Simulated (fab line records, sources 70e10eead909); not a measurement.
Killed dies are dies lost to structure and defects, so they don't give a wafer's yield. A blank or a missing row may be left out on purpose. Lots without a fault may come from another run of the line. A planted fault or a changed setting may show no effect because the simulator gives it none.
fab line records | flow nand_harc
record lots=6 wafers=18 last_day=34
route steps=1302 shown A_CHANNEL_HOLE_D1@481 A_CHANNEL_FILL_D1@490 A_DECK1_JOINT@518 A_CHANNEL_HOLE_D2@585 END@1302
lots that met no fault: from a run of the same line without faults
start_h: hours from the record's first day to the start of the lot's first wafer shown | wait_h: hours since the lot's step before | " the same as in the row above | L1.1+2: a row that stands for several wafers | - no value, or no start given | * or withheld: withheld | < > ~ a bound
route shown NAME@n: a module of which the file shows steps, and the number in the route of the first | usual: mean/standard deviation of fault-free wafers | same: alike in all rows | chamber/n: place in a boat | sites: the reading at each site | _std_site: their standard deviation | _edge_site: outer sites' mean less inner sites' | radius_mm: how far each site lies from the wafer's centre | mask NAME#n: copy n | behind: the tool/chamber that last shaped the wafer | hold: why the lot was held/for how many hours/how that ended | device: the transistor (n, p or np) that didn't switch | end of line: the same wafers' tests at the end of the route | a step without rows: its recipe alone | killed: dies lost to structure and defects at the first sort, not the wafer's yield | map: a wafer's dies, x killed, . not, _ none there
set.NAME: the setting as run; set.NAME@STEP: as run at that earlier step | model.NAME: the simulator's own value behind a step, which no gauge read
lots at some steps of the route; a table a step, a row a wafer
services: from which hour (start_h, from the record's first day; less than 0 if before it) a tool's chamber was out of use, for how many hours, and why
## steps
# step NHARC_A_CHANNEL_HOLE_D1_STRIP_42
# recipe cf4_flow_sccm=100 chf3_flow_sccm=30 ar_flow_sccm=0 bias_w=0 chemistry=CF4/CHF3
# step NHARC_A_CHANNEL_HOLE_D1_STRIP_43
# recipe o2_flow_sccm=400 cos_flow_sccm=20 ar_flow_sccm=0 bias_w=0 chemistry=O2/COS
# step NHARC_A_CHANNEL_HOLE_D1_ETCH_44
# recipe target_depth_a=1400 overetch_a=140 time_s=77 ion_energy_ev=100 cf4_flow_sccm=80 o2_flow_sccm=20 ar_flow_sccm=0 rf_w=300 bias_w=100 chemistry=CF4/O2
# usual drypump_motor_current_A=5.8/0.45 oes_product_au=1.002/0.01 rf_vpp_V=197.5/1.4 showerhead_plenum_p_Torr=1.32/0.061 throttle_valve_pct=13.397/0.0089
# columns lot.wafer tool chamber start_h wait_h drypump_motor_current_A oes_product_au rf_hours_counter_h rf_vpp_V showerhead_plenum_p_Torr throttle_valve_pct
L804.4 rie_diel-07 1 192.82 0.1 5.3 0.989 6 197.6 1.28 13.392
L804.3 " 3 " " 6.4 0.997 6 199.0 1.43 13.399
L804.6 " 0 " " 5.9 0.985 - 197.7 1.29 13.401
L808.3 rie_diel-07 2 228.45 0.1 5.6 0.995 8 196.9 1.29 13.397
L808.5 " 1 " " 5.3 1.008 - 196.5 1.28 13.388
L808.6 " 2 " " 5.6 0.999 - 197.6 1.29 13.386
L807.1 rie_diel-07 1 233.91 0.0 5.3 0.997 9 197.4 1.28 13.380
L807.2 " 2 " " 5.6 0.975 9 197.7 1.29 13.405
L807.3 " 3 " " 6.5 1.002 9 198.5 1.43 13.399
L816.1 rie_diel-07 3 310.45 0.1 6.5 1.012 1 199.2 1.43 13.381
L816.5 " 1 " " 5.3 1.020 - 197.1 1.28 13.406
L816.6 " 3 " " 6.5 1.013 - 198.9 1.43 13.389
L825.2 rie_diel-07 3 403.59 0.1 6.4 1.013 9 199.0 1.42 13.390
L825.4 " 2 " " 5.5 1.002 10 195.7 1.29 13.393
L825.5 " 0 " " 5.9 0.988 - 196.7 1.28 13.391
L826.2 rie_diel-07 3 424.93 0.1 6.4 1.023 11 200.6 1.42 13.390
L826.1 " 2 " " 5.6 1.003 12 197.7 1.29 13.409
L826.6 " 0 " " 5.9 1.001 - 196.3 1.28 13.400
# step NHARC_A_CHANNEL_HOLE_D1_STRIP_27
# recipe o2_flow_sccm=500 ar_flow_sccm=0 bias_w=0 chemistry=O2
# step NHARC_A_CHANNEL_HOLE_D1_PRECLEAN_28
# recipe time_s=* temp_c=50 bath_age_min=0 chemistry=SC1
# step NHARC_A_CHANNEL_HOLE_D1_SRD_29
# step NHARC_A_CHANNEL_HOLE_D1_CD_MEAS_30
# usual cd_nm=90.8/1.5
# columns lot.wafer tool chamber start_h wait_h cd_nm
L804.3 cd_sem-02 - 193.61 - 91.1
L804.4 " - " " 89.0
L804.6 " - " " 90.9
L808.3 cd_sem-01 - 229.24 - 92.0
L808.5 " - " " 92.2
L808.6 " - " " 91.3
L807.1 cd_sem-03 - 234.71 - 90.4
L807.2 " - " " 90.2
L807.3 " - " " 92.5
L816.1 cd_sem-03 - 311.35 - 89.4
L816.5 " - " " 91.6
L816.6 " - " " 90.7
L825.2 cd_sem-02 - 404.38 - 89.3
L825.4 " - " " 90.7
L825.5 " - " " 91.2
L826.1 cd_sem-01 - 425.72 - 91.6
L826.2 " - " " 89.0
L826.6 " - " " 92.5
# step NHARC_A_CHANNEL_HOLE_D1_XSEM_31
# recipe landing_energy_ev=35000
# step NHARC_A_CHANNEL_HOLE_D1_INSPECT_40
# usual raw_defect_count=77/26
# columns lot.wafer tool chamber start_h wait_h raw_defect_count
L804.3 defect_inspect-01 - 193.79 - 84
L804.4 " - " " 97
L804.6 " - " " 91
L808.3 defect_inspect-01 - 229.42 - 62
L808.5 " - " " 76
L808.6 " - " " 55
L807.1 defect_inspect-02 - 234.90 - 91
L807.2 " - " " 100
L807.3 " - " " 106
L816.1 defect_inspect-01 - 311.54 - 127
L816.5 " - " " 103
L816.6 " - " " 103
L825.2 defect_inspect-02 - 404.57 - 50
L825.4 " - " " 47
L825.5 " - " " 25
L826.1 defect_inspect-02 - 425.91 - 83
L826.2 " - " " 67
L826.6 " - " " 74
# step NHARC_A_CHANNEL_FILL_D1_PRECLEAN_00
# recipe time_s=* temp_c=50 bath_age_min=0 chemistry=SC1
# step NHARC_A_CHANNEL_FILL_D1_SRD_01
# step NHARC_A_CHANNEL_FILL_D1_ALD_02
# recipe target_thk_a=60 pulse_time_s=10 ald_cycles=60 temp_c=300 material=SiO2
# step NHARC_A_CHANNEL_FILL_D1_ALD_03
# recipe target_thk_a=60 pulse_time_s=60 ald_cycles=58 temp_c=630 pressure_torr=2 material=SiNx
# usual precursor_pulse_height_rel=0.999/0.02 susceptor_temp_C=629.97/0.28
# columns lot.wafer tool chamber start_h wait_h precursor_pulse_height_rel susceptor_temp_C
L804.3 ald_sin_batch-03 0 197.42 - 1.020 629.81
L804.4 " 0 " " 1.000 630.21
L804.6 " 0 " " 0.999 630.30
L808.3 ald_sin_batch-01 0 233.06 - 1.013 630.14
L808.5 " 0 " " 1.007 630.35
L808.6 " 0 " " 0.968 630.28
L807.1 ald_sin_batch-01 0 238.97 - 1.014 -
L807.2 " 0 " " 1.006 -
L807.3 " 0 " " 1.019 -
L816.1 ald_sin_batch-03 0 315.18 - 0.996 629.30
L816.5 " 0 " " 0.978 629.63
L816.6 " 0 " " 0.981 629.55
L825.2 ald_sin_batch-03 0 408.20 - 1.003 630.02
L825.4 " 0 " " 1.013 629.99
L825.5 " 0 " " 1.026 630.02
L826.1 ald_sin_batch-01 0 429.52 - 1.018 630.32
L826.2 " 0 " " 0.996 630.26
L826.6 " 0 " " 0.977 629.68
# step NHARC_A_CHANNEL_FILL_D1_ALD_14
# recipe target_thk_a=25 pulse_time_s=10 ald_cycles=25 temp_c=300 material=SiO2
# usual heater_power_w=464/48 precursor_pulse_height_rel=0.999/0.02 susceptor_temp_C=299.97/0.22
# columns lot.wafer tool chamber start_h wait_h heater_power_w precursor_pulse_height_rel susceptor_temp_C
L804.4 ald_hk-01 0 202.92 1.9 461 1.009 300.02
L804.3 " 1 " " 552 1.019 299.85
L804.6 " 0 " " 459 0.983 299.87
L808.3 ald_hk-01 0 238.07 1.4 449 0.997 299.99
L808.5 " 3 " " 489 0.999 300.11
L808.6 " 0 " " 469 0.973 299.89
L807.3 ald_hk-03 3 242.49 0.0 463 0.987 300.08
L807.1 " 1 " " 409 0.983 300.06
L807.2 " 2 " " 544 1.007 300.08
L816.1 ald_hk-02 0 318.85 0.2 426 1.019 299.84
L816.6 " 1 " " 442 1.000 299.86
L816.5 " 2 " " 534 0.989 300.18
L825.2 ald_hk-01 2 411.89 0.1 378 1.019 299.71
L825.4 " 3 " " 512 1.003 299.81
L825.5 " 1 " " 535 0.970 299.76
L826.2 ald_hk-03 0 433.14 0.1 451 1.022 300.18
L826.1 " 2 " " 515 0.989 299.80
L826.6 " 3 " " 457 1.019 299.94
# step NHARC_A_CHANNEL_FILL_D1_ALD_15
# recipe target_thk_a=20 pulse_time_s=60 ald_cycles=19 temp_c=630 pressure_torr=2 material=SiNx
# usual precursor_pulse_height_rel=1.001/0.02 susceptor_temp_C=629.95/0.29
# columns lot.wafer tool chamber start_h wait_h precursor_pulse_height_rel susceptor_temp_C
L804.3 ald_sin_batch-01 0 - - 1.017 629.77
L804.4 " 0 " " 1.009 630.12
L804.6 " 0 " " 1.042 629.89
L808.3 ald_sin_batch-03 0 - - 0.969 630.10
L808.5 " 0 " " 1.002 630.07
L808.6 " 0 " " 0.987 629.90
L807.1 ald_sin_batch-01 0 - - 1.021 -
L807.2 " 0 " " 1.009 -
L807.3 " 0 " " 1.000 -
L816.1 ald_sin_batch-02 0 - - 0.993 629.37
L816.5 " 0 " " 0.998 630.17
L816.6 " 0 " " 0.974 629.81
L825.2 ald_sin_batch-01 0 - - 0.961 -
L825.4 " 0 " " 1.049 -
L825.5 " 0 " " 0.980 -
L826.1 ald_sin_batch-03 0 - - 0.980 629.23
L826.2 " 0 " " 0.989 629.56
L826.6 " 0 " " 1.002 629.92
# step NHARC_A_CHANNEL_FILL_D1_ALD_16
# recipe target_thk_a=15 pulse_time_s=10 ald_cycles=15 temp_c=300 material=SiO2
# step NHARC_A_CHANNEL_FILL_D1_ANNEAL_17
# recipe temp_c=850 time_s=1800
# step NHARC_A_CHANNEL_FILL_D1_CVD_18
# recipe target_thk_a=30 temp_c=550 material=poly-Si
# step NHARC_A_CHANNEL_FILL_D1_ETCHBACK_19
# recipe target_depth_a=50 time_s=1.7 hbr_flow_sccm=150 cl2_flow_sccm=50 rf_w=400 icp_w=400 bias_w=100 chemistry=HBr/Cl2
# usual drypump_motor_current_A=5.7/0.43 hbr_flow_sccm=150.0/0.43 oes_product_au=1.003/0.0096 throttle_valve_pct=26.406/0.0085
# columns lot.wafer tool chamber start_h wait_h drypump_motor_current_A hbr_flow_sccm oes_product_au rf_hours_counter_h throttle_valve_pct
L804.3 rie_si-02 3 221.37 0.4 5.1 149.8 1.000 0.61 26.406
L804.4 " 0 " " 5.5 149.2 1.023 0.53 26.408
L804.6 " 3 " " 5.1 150.1 0.999 - 26.409
L808.3 rie_si-02 0 255.14 0.4 5.5 149.4 1.015 0.72 26.401
L808.5 " 0 " " 5.5 149.4 1.012 - 26.408
L808.6 " 3 " " 5.1 149.9 0.999 - 26.404
L807.1 rie_si-06 2 260.40 0.4 5.6 150.6 1.000 0 26.404
L807.3 " 3 " " 5.9 149.9 1.014 0 26.410
L807.2 " 0 " " 6.2 150.5 1.013 0 26.411
L816.1 rie_si-06 3 333.26 0.4 5.9 150.2 1.022 0.37 26.387
L816.5 " 0 " " 6.2 149.6 1.004 - 26.409
L816.6 " 1 " " 6.2 150.4 1.000 - 26.409
L825.2 rie_si-02 1 428.81 0.4 6.1 149.4 0.991 0.79 26.402
L825.4 " 2 " " 5.3 149.9 1.003 0.80 26.407
L825.5 " 1 " " 6.2 149.6 0.992 - 26.399
L826.1 rie_si-04 3 450.14 0.4 6.2 150.3 1.006 0.49 26.404
L826.2 " 1 " " 5.6 150.2 0.996 0.62 26.400
L826.6 " 2 " " 5.2 149.8 1.005 - 26.406
# step NHARC_A_CHANNEL_FILL_D1_ETCHBACK_20
# recipe target_depth_a=270 time_s=13.5 c4f8_flow_sccm=withheld o2_flow_sccm=8 ar_flow_sccm=withheld rf_w=600 bias_w=1500 chemistry=C4F8/O2/Ar
# step NHARC_A_CHANNEL_FILL_D1_STRIP_28
# recipe time_s=20 o2_flow_sccm=500 ar_flow_sccm=0 bias_w=0 chemistry=O2
# step NHARC_A_CHANNEL_FILL_D1_PRECLEAN_21
# recipe time_s=30 chemistry=dHF
# step NHARC_A_CHANNEL_FILL_D1_SRD_23
# step NHARC_A_CHANNEL_FILL_D1_CVD_05
# recipe target_thk_a=50 temp_c=550 material=poly-Si
# step NHARC_A_CHANNEL_FILL_D1_ANNEAL_22
# recipe temp_c=620 time_s=7200
# step NHARC_A_CHANNEL_FILL_D1_THK_MEAS_06
# recipe thk_meas_gauge=ellipsometry
# usual thk_nm=5.2/0.94
# columns lot.wafer tool chamber start_h wait_h thk_nm
L804.3 film_metro-02 - 234.23 0.4 4.7
L804.4 " - " " 6.2
L804.6 " - " " 4.1
L808.3 film_metro-01 - 267.31 0.4 4.4
L808.5 " - " " 6.3
L808.6 " - " " 5.1
L807.1 film_metro-02 - 272.48 0.4 4.8
L807.2 " - " " 3.7
L807.3 " - " " 7.4
L816.1 film_metro-02 - 345.11 0.4 5.3
L816.5 " - " " 4.7
L816.6 " - " " 6.0
L825.2 film_metro-01 - 443.78 0.4 4.8
L825.4 " - " " 4.9
L825.5 " - " " 4.3
L826.1 film_metro-02 - 462.07 0.4 4.5
L826.2 " - " " 4.8
L826.6 " - " " 4.9
# step NHARC_A_CHANNEL_FILL_D1_ALD_25
# recipe target_thk_a=600 pulse_time_s=10 ald_cycles=600 temp_c=300 material=SiOx
# usual heater_power_w=468/50 precursor_pulse_height_rel=0.997/0.019 susceptor_temp_C=299.99/0.2
# columns lot.wafer tool chamber start_h wait_h heater_power_w precursor_pulse_height_rel susceptor_temp_C
L804.3 ald_hk-01 2 234.29 0.1 371 0.994 299.78
L804.4 " 3 " " 493 0.998 299.69
L804.6 " 3 237.41 3.2 501 1.024 300.10
L808.3 ald_hk-03 3 267.36 0.0 448 1.003 299.90
L808.6 " 3 269.83 2.5 462 1.029 299.88
L808.5 " 0 " " 456 1.002 300.02
L807.1 ald_hk-03 1 272.53 0.1 425 0.977 299.94
L807.2 " 2 " " 560 0.993 300.19
L807.3 " 3 " " 442 0.962 299.53
L816.1 ald_hk-02 0 346.41 1.3 428 0.989 299.51
L816.5 " 2 347.67 2.6 530 1.001 300.23
L816.6 " 3 " " 441 1.011 300.43
L825.4 ald_hk-03 3 444.44 0.7 454 0.992 300.18
L825.2 " 1 445.66 1.9 434 1.012 300.08
L825.5 " 3 446.88 3.1 453 0.992 299.87
L826.1 ald_hk-02 0 462.13 0.1 455 0.998 299.83
L826.2 " 2 463.35 1.3 528 0.975 299.71
L826.6 " 0 464.58 2.5 461 0.953 300.11
# step NHARC_A_CHANNEL_FILL_D1_ETCHBACK_08
# recipe target_depth_a=2200 time_s=110 c4f8_flow_sccm=20 ar_flow_sccm=withheld rf_w=600 bias_w=300 chemistry=C4F8
# step NHARC_A_CHANNEL_FILL_D1_STRIP_29
# recipe time_s=20 o2_flow_sccm=500 ar_flow_sccm=0 bias_w=0 chemistry=O2
# step NHARC_A_CHANNEL_FILL_D1_PRECLEAN_30
# recipe time_s=30 chemistry=dHF
# step NHARC_A_CHANNEL_FILL_D1_SRD_31
# step NHARC_A_CHANNEL_FILL_D1_CVD_09
# recipe target_thk_a=1500 temp_c=620 pressure_mtorr=200 time_s=3000 material=poly-Si
# step NHARC_A_CHANNEL_FILL_D1_CMP_10
# recipe target_thk_nm=150
# step NHARC_A_CHANNEL_FILL_D1_SRD_12
# step NHARC_A_DECK1_JOINT_ETCHBACK_07
# recipe target_depth_a=1050 time_s=26.9 hbr_flow_sccm=150 rf_w=350 icp_w=350 bias_w=60 chemistry=HBr
# step NHARC_A_DECK1_JOINT_ETCH_25
# recipe target_depth_a=5 chemistry=dHF material=SiO2
# step NHARC_A_DECK1_JOINT_ETCH_19
# recipe temp_c=25 target_depth_a=30 chemistry=TMAH material=poly-Si
# step NHARC_A_DECK1_JOINT_ETCH_18
# recipe target_depth_a=30 chemistry=dHF material=SiO2
# step NHARC_A_DECK1_JOINT_WET_08
# recipe temp_c=160 time_s=86 chemistry=H3PO4
# step NHARC_A_CHANNEL_HOLE_D2_DESCUM_15
# recipe time_s=3 o2_flow_sccm=200 ar_flow_sccm=0 bias_power_w=0 chemistry=O2
# usual drypump_motor_current_A=5.7/0.42 oes_product_au=1.000/0.0086 rf_vpp_V=57.9/0.94 showerhead_plenum_p_Torr=1.93/0.085 throttle_valve_pct=11.310/0.0086
# columns lot.wafer tool chamber start_h wait_h hold drypump_motor_current_A oes_product_au rf_hours_counter_h rf_vpp_V showerhead_plenum_p_Torr throttle_valve_pct
L804.3 rie_diel-08 1 298.12 0.1 - 6.1 1.009 3.4 57.2 1.83 11.307
L804.4 " 2 " " - 6.2 1.002 4.5 59.4 2.03 11.313
L804.6 " 0 " " - 5.7 1.008 - 57.5 2.00 11.310
L808.3 rie_diel-03 2 339.31 3.5 await_dispo/3.3h/release 4.9 0.990 3.9 57.7 1.96 11.302
L808.5 " 1 " " await_dispo/3.3h/release 6.1 1.003 - 60.5 1.97 11.308
L808.6 " 2 " " await_dispo/3.3h/release 4.9 0.999 - 57.7 1.96 11.306
L807.3 rie_diel-08 2 350.48 11.3 await_dispo/11.3h/release 6.2 0.997 6.5 58.1 2.03 11.301
L807.2 " 3 " " await_dispo/11.3h/release 5.0 0.990 7.6 57.6 1.83 11.316
L807.1 " 0 " " await_dispo/11.3h/release 5.7 1.001 8.6 58.3 2.00 11.324
L816.1 rie_diel-08 3 414.69 0.1 - 5.0 0.993 2.9 57.9 1.83 11.313
L816.5 " 1 " " - 6.1 1.013 - 57.4 1.83 11.304
L816.6 " 2 " " - 6.2 1.010 - 59.8 2.03 11.291
L825.2 rie_diel-10 1 503.93 0.1 - 5.5 0.999 5.4 57.8 1.90 11.308
L825.4 " 2 " " - 5.8 1.006 3.8 57.5 1.93 11.309
L825.5 " 1 " " - 5.5 0.996 - 57.9 1.90 11.306
L826.2 rie_diel-03 3 523.95 0.1 - 6.1 1.002 1.9 56.2 1.80 11.299
L826.1 " 2 " " - 4.9 0.998 1.9 58.0 1.96 11.316
L826.6 " 3 " " - 6.1 1.002 - 57.8 1.80 11.294
# step NHARC_END_SORT_01
# recipe temp_c=25
# usual killed_at_array=53/18 killed_at_other=1.0/1.2 killed_at_periphery=3.6/2.4 killed_dies=58/18 killed_open=3.4/1.8 killed_short=2.3/1.5
# same gross_dies=677
# columns lot.wafer tool chamber start_h wait_h killed_at_array killed_at_other killed_at_periphery killed_dies killed_open killed_short
L808.3 prober-02 0 621.00 3.1 109 1 3 113 4 4
L808.5 prober-02 0 622.60 3.7 111 1 4 116 7 3
L808.6 prober-02 0 623.39 4.0 117 1 5 123 2 7
L807.1 prober-01 0 628.24 2.5 128 0 3 131 4 3
L807.2 prober-01 0 629.05 2.8 126 3 3 132 5 3
L807.3 prober-01 0 629.85 3.1 124 1 4 129 1 2
# killed by level:class
L808.3 A_CHANNEL_FILL_D1:unspecified=65 A_CHANNEL_HOLE_D2:chamber_film_flake=27 A_CONTACT:chamber_film_flake=7 A_CHANNEL_HOLE_D1:chamber_film_flake=2 P_STI:geometric_particle:short=1 P_GATE:geometric_particle:open=1 P_CONTACT:geometric_particle:open=1 A_CHANNEL_HOLE_D1:geometric_particle:short=1
L808.5 A_CHANNEL_FILL_D1:unspecified=67 A_CHANNEL_HOLE_D2:chamber_film_flake=29 A_CHANNEL_HOLE_D1:chamber_film_flake=4 A_CHANNEL_HOLE_D1:geometric_particle:open=3 A_WL_FILL:chamber_film_flake=2 A_CONTACT:chamber_film_flake=2 P_GATE:geometric_particle:open=1 P_CONTACT:geometric_particle:open=1
L808.6 A_CHANNEL_FILL_D1:unspecified=76 A_CHANNEL_HOLE_D2:chamber_film_flake=25 A_CONTACT:chamber_film_flake=4 A_CHANNEL_HOLE_D1:chamber_film_flake=3 A_STAIRCASE:chamber_film_flake=3 P_CONTACT:geometric_particle:short=2 P_GATE:geometric_particle:open=1 P_M1:geometric_particle:short=1
L807.1 A_CHANNEL_FILL_D1:unspecified=77 A_CHANNEL_HOLE_D1:chamber_film_flake=20 A_STAIRCASE:chamber_film_flake=9 A_CHANNEL_HOLE_D2:chamber_film_flake=8 A_CONTACT:chamber_film_flake=4 A_CHANNEL_FILL_D1:chamber_film_flake=3 A_ONON_D1:geometric_particle:open=2 P_M0:geometric_particle:open=1
L807.2 A_CHANNEL_FILL_D1:unspecified=72 A_CHANNEL_HOLE_D1:chamber_film_flake=29 A_STAIRCASE:chamber_film_flake=8 A_CHANNEL_HOLE_D2:chamber_film_flake=4 A_CONTACT:chamber_film_flake=3 THIN_TSV:chamber_film_flake=3 P_M1:geometric_particle:open=1 P_M0:geometric_particle:short=1
L807.3 A_CHANNEL_FILL_D1:unspecified=71 A_CHANNEL_HOLE_D1:chamber_film_flake=26 A_CHANNEL_HOLE_D2:chamber_film_flake=10 A_CONTACT:chamber_film_flake=5 A_STAIRCASE:chamber_film_flake=4 P_CONTACT:chamber_film_flake=2 A_SLIT:chamber_film_flake=2 A_CHANNEL_FILL_D1:chamber_film_flake=2
# map L807.2 (x killed, . not)
____________.____________
_________......._________
_______..........._______
______.xx..........______
_____.x............._____
____....xx.x.........____
____xxxxx............____
___.xxxxxxxxx..x.....x___
___.xxxxxxxxx........x___
__..xxxxxxxx...........__
__....xxxxx.x..........__
_...xxxxxxxx......x....x_
_..xxxxxxxxx.....x......_
_....xxxxxx............._
_.....xxxx.............._
_.....xxx.x...x........._
.........x..............x
............xxx..........
.........x.xxxxxx........
.........xxxxxxxx........
...........xxxx..........
_...x......xxxx.x......._
_............xx.....x..._
_.......x..xxx.x.....x.._
_..........xx.x........._
_....................x.._
__.................x...__
__.....................__
___.................x.___
___.................x.___
____.................____
____..............x.x____
_____.............x._____
______............x______
_______..........x_______
_________......._________
____________.____________
# map L808.6 (x killed, . not)
____________.____________
_________.....x._________
_______x.x....x.xx_______
______.x....xxxxxxx______
_____.x.x...xxxxx.x._____
____x..xxx.x..xx.x..x____
____x.xxxxx...xxx.x..____
___..xxxxxx...x.......___
___xxxxxxx.xx...x.....___
__.xxxxxxxxx.......x...__
__...xxxxxxx...........__
_..x.xxxxxxx.....x......_
_...xxxxxxx.x..........._
_....xxxxxxx......x....._
_..x..xxxxxx............_
_.....x.........x......._
....xx..x................
.........................
.........................
............x.x..........
......................xx.
_......................._
_......................._
_......................._
_.....................x._
_......................._
__.....................__
__.....................__
___.........x.........___
___..............x....___
____..............x..____
____................x____
_____.........x....._____
______............x______
_______..........._______
_________......._________
____________.____________
## services
# columns tool chamber start_h hours kind
ald_hk-02 - 173.03 10.0 pm
rie_diel-08 - 190.80 9.0 pm
rie_diel-08 2 211.86 9.1 repair
ald_hk-03 - 212.06 10.0 pm
rie_si-02 1 239.86 16.8 repair
rie_diel-08 3 247.54 8.2 repair
ald_hk-03 - 251.08 1.5 repair
rie_diel-07 1 251.76 3.7 repair
rie_diel-08 2 256.48 3.4 repair
rie_diel-08 3 263.35 10.4 repair
rie_si-02 - 277.00 9.0 pm
rie_diel-07 - 294.33 9.0 pm
ald_hk-01 - 297.13 10.0 pm
ald_hk-02 - 351.03 10.0 pm
rie_diel-08 - 367.80 9.0 pm
rie_diel-08 0 405.60 8.6 repair
rie_diel-07 1 426.85 8.7 repair
rie_diel-08 - 433.83 0.6 repair
rie_si-02 - 454.00 9.0 pm
rie_diel-07 - 471.33 9.0 pm
ald_hk-01 - 475.13 10.0 pm
ald_hk-03 - 495.56 1.2 repair
rie_diel-07 3 505.70 5.4 repair
ald_sin_batch-01 - 508.66 26.0 pm
## key
first_sign step=NHARC_END_SORT_01 reading=killed_at_array direction=up sigmas=3.7 usual=53 struck=119
effect step=NHARC_END_SORT_01 reading=killed_dies direction=up sigmas=3.6 usual=58 struck=124
more_kills_born_at NHARC_A_CHANNEL_FILL_D1_ALD_03@ald_sin_batch-01=428
met_at NHARC_A_CHANNEL_FILL_D1_ALD_03
struck_wafers L807.1,L807.2,L807.3,L808.3,L808.5,L808.6
tester_left_out L807,L808
fault kind=chamber_particle_source tool=ald_sin_batch-01 chamber=- onset_h=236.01 steps=NHARC_A_CHANNEL_FILL_D1_ALD_03 rate_per_visit_cm2=0.43388 end_h=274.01
# tester_left_out: of these lots the tester's yield and bins aren't shown, on N5 and GAA mostly nor the transistor test; their killed dies are dies lost to structure and defects alone, not to doping, threshold or leakage, so they don't give the yield
